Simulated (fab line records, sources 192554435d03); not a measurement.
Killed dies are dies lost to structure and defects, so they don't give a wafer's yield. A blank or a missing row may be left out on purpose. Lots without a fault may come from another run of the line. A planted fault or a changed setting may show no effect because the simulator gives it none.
Chamber matching | flow n5_finfet | N5_FIN_SAQP_ETCH_67 on rie_diel-04: 4 sister chambers
The step etches SiNx in CH3F/O2, target depth 30 nm. 16 wafers are shown with their chamber, then 8 later ones without.

WAFERS WITH THEIR CHAMBER
wafer  | chamber | drypump_motor_current_A (A) | showerhead_plenum_p_Torr (Torr) | rf_vpp_V (V)
L078.2 | 1       | 5.8                         | 1.97                            | 286
L078.3 | 2       | 5.1                         | 2.14                            | 305
L078.5 | 3       | 5.0                         | 1.93                            | 294
L084.2 | 2       | 5.1                         | 2.14                            | 305
L084.4 | 0       | 5.5                         | 2.15                            | 296
L084.5 | 2       | 5.1                         | 2.13                            | 306
L088.1 | 0       | 5.5                         | 2.15                            | 298
L088.3 | 3       | 5.0                         | 1.92                            | 294
L088.6 | 0       | 5.5                         | 2.15                            | 297
L089.3 | 3       | 5.0                         | 1.92                            | 293
L089.4 | 2       | 5.1                         | 2.13                            | 305
L089.6 | 2       | 5.1                         | 2.13                            | 304
L091.2 | 1       | 5.8                         | 1.96                            | 284
L091.3 | 3       | 5.0                         | 1.91                            | 293
L091.5 | 1       | 5.8                         | 1.96                            | 286
L093.1 | 0       | 5.6                         | 2.15                            | 296

SIGNATURES (means of the wafers above)
reading                  | chamber 0 | chamber 1 | chamber 2 | chamber 3 | scatter within a chamber
drypump_motor_current_A  | 5.525     | 5.800     | 5.100     | 5.000     | 0.025
showerhead_plenum_p_Torr | 2.1500    | 1.9633    | 2.1340    | 1.9200    | 0.00568
rf_vpp_V                 | 296.75    | 285.33    | 305.00    | 293.50    | 0.837
Rule: a wafer's distance from a chamber is the root of the sum, over the readings, of the square of ((its reading less the chamber's mean) divided by the reading's scatter). The wafer belongs to the nearest chamber; if the next one is less than 2 further off, it can't be placed. The scatter: the root of (the sum of the squares of (reading less its chamber's mean) over the shown wafers, divided by (wafers less chambers)).

WAFERS WITHOUT THEIR CHAMBER
wafer  | drypump_motor_current_A (A) | showerhead_plenum_p_Torr (Torr) | rf_vpp_V (V)
L093.5 | 5.5                         | 2.15                            | 295
L093.6 | 5.8                         | 1.96                            | 287
L095.1 | 5.5                         | 2.15                            | 299
L095.3 | 5.0                         | 1.91                            | 292
L095.5 | 5.6                         | 2.15                            | 297
L096.2 | 5.0                         | 1.91                            | 292
L096.4 | 5.6                         | 2.15                            | 298
L096.6 | 5.5                         | 2.15                            | 296

WHICH CHAMBER EACH WENT THROUGH
wafer  | from the rows above | in truth
L093.5 | 0                   | 0
L093.6 | 1                   | 1
L095.1 | 0                   | 0
L095.3 | 3                   | 3
L095.5 | 0                   | 0
L096.2 | 3                   | 3
L096.4 | 0                   | 0
L096.6 | 0                   | 0
Placed correctly: 8 of 8. Can't be placed from these rows: 0. Placed wrongly: 0.
